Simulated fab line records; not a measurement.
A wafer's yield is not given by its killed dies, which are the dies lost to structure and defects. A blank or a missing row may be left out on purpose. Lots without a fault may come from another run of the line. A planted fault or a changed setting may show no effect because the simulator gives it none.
The tool behind it: which one? -- flow nandHarc -- 13 lots with 39 wafers sampled at 5 steps, on a route of 1302 steps

## WHAT EACH GAUGE READ, for each wafer
NHARC_P_M2_THK_MEAS_24: measures by xrf.
lot,measured,on,thkNm (nm)
L969,day 7 05:42,filmMetro-02,145.2 146.2 144.8
L970,day 7 23:28,filmMetro-01,145.3 145.8 145.3
L971,day 8 06:25,filmMetro-02,146.4 147.0 146.1
L972,day 8 17:36,filmMetro-02,145.6 145.6 147.6
L974,day 9 10:36,filmMetro-02,144.2 144.5 144.8
L975,day 9 22:04,filmMetro-01,143.9 142.9 143.9
L976,day 10 18:20,filmMetro-02,147.3 145.0 144.7
L977,day 10 23:25,filmMetro-01,144.8 144.3 146.1
L980,day 11 21:28,filmMetro-01,142.0 144.1 144.6
L984,day 13 20:57,filmMetro-02,147.1 145.5 146.0
L985,day 14 02:26,filmMetro-02,144.3 141.4 146.9
L986,day 14 17:38,filmMetro-01,142.8 146.3 144.7
L987,day 14 22:43,filmMetro-01,143.2 141.8 143.4

NHARC_END_SORT_01.
lot,measured,on,defectLimitedYield (%),killedAtArray,killedAtOther,killedAtPeriphery,killedDies,killedOpen,killedShort
L972,day 26 09:25,prober-02,92.8 95.7 95.0,34 22 23,1 3 1,14 4 10,49 29 34,4 2 4,8 3 4
L974,day 27 18:38,prober-01,92.2 92.2 92.3,52 46 45,0 1 0,1 6 7,53 53 52,5 8 6,4 3 4
L975,day 27 17:02,prober-02,89.4 85.8 88.6,65 80 75,0 2 0,7 14 2,72 96 77,1 7 3,2 3 2

## WHICH TOOL RAN EACH LOT (tool, then ch and the chambers of the sampled wafers, then the start)
lot,NHARC_P_M2_PVD_20,NHARC_P_M2_CMP_23,NHARC_P_BONDPAD_EXPOSE_06
L969,"pvdSputter-02, day 7 05:25 or earlier","cmp-01 ch 0,1,2, day 7 05:25","krfScanner-03 ch 0, day 7 07:22"
L970,"pvdSputter-01, day 7 23:12 or earlier","cmp-02 ch 0,2,3, day 7 23:12","krfScanner-01 ch 0, day 8 01:16"
L971,"pvdSputter-01, day 8 06:05 or earlier","cmp-01 ch 1,2,3, day 8 06:05","krfScanner-03 ch 0, day 8 08:12"
L972,"pvdSputter-03, day 8 17:17 or earlier","cmp-02 ch 0,1,2, day 8 17:17","krfScanner-03 ch 0, day 8 19:16"
L974,"pvdSputter-02, day 9 10:22 or earlier","cmp-02 ch 0,1,2, day 9 10:22","krfScanner-01 ch 0, day 9 12:23"
L975,"pvdSputter-03, day 9 21:46 or earlier","cmp-03 ch 0,3, day 9 21:46","krfScanner-01 ch 0, day 9 23:42"
L976,"pvdSputter-03, day 10 18:02 or earlier","cmp-01 ch 1,3, day 10 18:02","krfScanner-03 ch 0, day 10 20:10"
L977,"pvdSputter-01, day 10 23:07 or earlier","cmp-01 ch 1,3, day 10 23:07","krfScanner-04 ch 0, day 11 01:20"
L980,"pvdSputter-02, day 11 21:09 or earlier","cmp-01 ch 0,1, day 11 21:09","krfScanner-03 ch 0, day 11 23:16"
L984,"pvdSputter-03, day 13 20:40 or earlier","cmp-01 ch 0,2,3, day 13 20:40","krfScanner-03 ch 0, day 13 22:38"
L985,"pvdSputter-02, day 14 02:07 or earlier","cmp-02 ch 0,1,2, day 14 02:07","krfScanner-04 ch 0, day 14 04:12"
L986,"pvdSputter-02, day 14 17:19 or earlier","cmp-03 ch 0,1, day 14 17:19","krfScanner-03 ch 0, day 14 19:27"
L987,"pvdSputter-02, day 14 22:24 or earlier","cmp-03 ch 0,2,3, day 14 22:24","krfScanner-03 ch 0, day 15 00:21"
- NHARC_P_M2_PVD_20: deposits TaN, target thk 5 nm, time 8.06 s.
- NHARC_P_M2_CMP_23: polishes, t overpolish 20 s, target thk 144.3 nm.
- NHARC_P_BONDPAD_EXPOSE_06: exposes mask P BPAD.

## AS READ BY THE TOOLS THEMSELVES (means over the sampled wafers that have a number; for cases with no such wafer, the mark the record gives instead)
NHARC_P_M2_PVD_20.
lot,tool,substrateTempC (C),throttleValvePct (%)
L969,pvdSputter-02,49.91,29.9
L970,pvdSputter-01,50.03,29.4
L971,pvdSputter-01,50.07,29.9
L972,pvdSputter-03,50.03,29.9
L974,pvdSputter-02,49.99,29.5
L975,pvdSputter-03,50.07,30.9
L976,pvdSputter-03,49.95,30.9
L977,pvdSputter-01,50.03,29.1
L980,pvdSputter-02,50.04,30.2
L984,pvdSputter-03,50.06,30.1
L985,pvdSputter-02,49.98,30.1
L986,pvdSputter-02,50.02,30.7
L987,pvdSputter-02,49.93,30.7

NHARC_P_M2_CMP_23.
lot,tool,motorCurrentA (A),timeToEndpointS (s)
L969,cmp-01,12.5,28.3
L970,cmp-02,11.6,29.3
L971,cmp-01,12.8,34.4
L972,cmp-02,12.7,31.6
L974,cmp-02,12.3,30.7
L975,cmp-03,13.6,27.0
L976,cmp-01,12.7,29.5
L977,cmp-01,12.5,27.1
L980,cmp-01,12.6,29.8
L984,cmp-01,12.7,29.1
L985,cmp-02,12.5,28.0
L986,cmp-03,12.3,31.0
L987,cmp-03,12.6,27.1

NHARC_P_BONDPAD_EXPOSE_06.
lot,tool,exposureDoseMJCm2
L969,krfScanner-03,36.96
L970,krfScanner-01,37.05
L971,krfScanner-03,36.99
L972,krfScanner-03,37.00
L974,krfScanner-01,37.02
L975,krfScanner-01,36.99
L976,krfScanner-03,37.05
L977,krfScanner-04,37.04
L980,krfScanner-03,37.03
L984,krfScanner-03,34.73
L985,krfScanner-04,37.04
L986,krfScanner-03,35.21
L987,krfScanner-03,35.55

## THE ANSWER, worked out from the rows above alone
Rule: the lots themselves supply what counts as usual. The widest of any qualifying gaps counts: lots, ordered by their means at a reading, are off when they make up no more than a third of the lots, leave a main group of 4 or more, and stand apart from it by 3 or more times the standard deviation of that group's means. The tables above print the reading to a certain number of digits; a main group whose means all agree to those digits is not used. A lot without any number at a reading at which 4 lots or more have one is off too. The other lots that the step has rows for count as sound. After the gauges, taken in route order, come the tools' own readings; for these a lot's mean is taken, as printed above. At the first step where some lot is off, the reading lying furthest off is the one used; lots without a number count as furthest.
Off: L984, L986, L987, at NHARC_P_BONDPAD_EXPOSE_06 (exposureDoseMJCm2). Mean 37.02 and standard deviation 0.029 in the main group.
A tool fits if, at that step or a process step before it, it ran every lot that is off, and no sound lot after the first of them. NHARC_P_M2_PVD_20: start missing for some lots; hours and lot order therefore follow NHARC_P_M2_CMP_23. One fits: krfScanner-03 at NHARC_P_BONDPAD_EXPOSE_06. Its last sound lot is L980 (day 11 23:16), its first lot that is off L984 (day 13 22:38): a fault that began between those two fits.
The tool's own readings at NHARC_P_BONDPAD_EXPOSE_06 bear it out: on the lots that are off they differ by more than 5 times the standard deviation of the sound lots' means. exposureDoseMJCm2 reads 35.16 there against 37.02 on the sound lots.

## WHAT HAD BEEN PUT IN BY THE SIMULATOR
Process parameters drifting: krfScanner-03 at NHARC_P_BONDPAD_EXPOSE_06, beginning at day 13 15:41. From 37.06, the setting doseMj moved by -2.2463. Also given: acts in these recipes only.
Shown lots that were struck: L984, L986, L987. The same result came from the rule above.
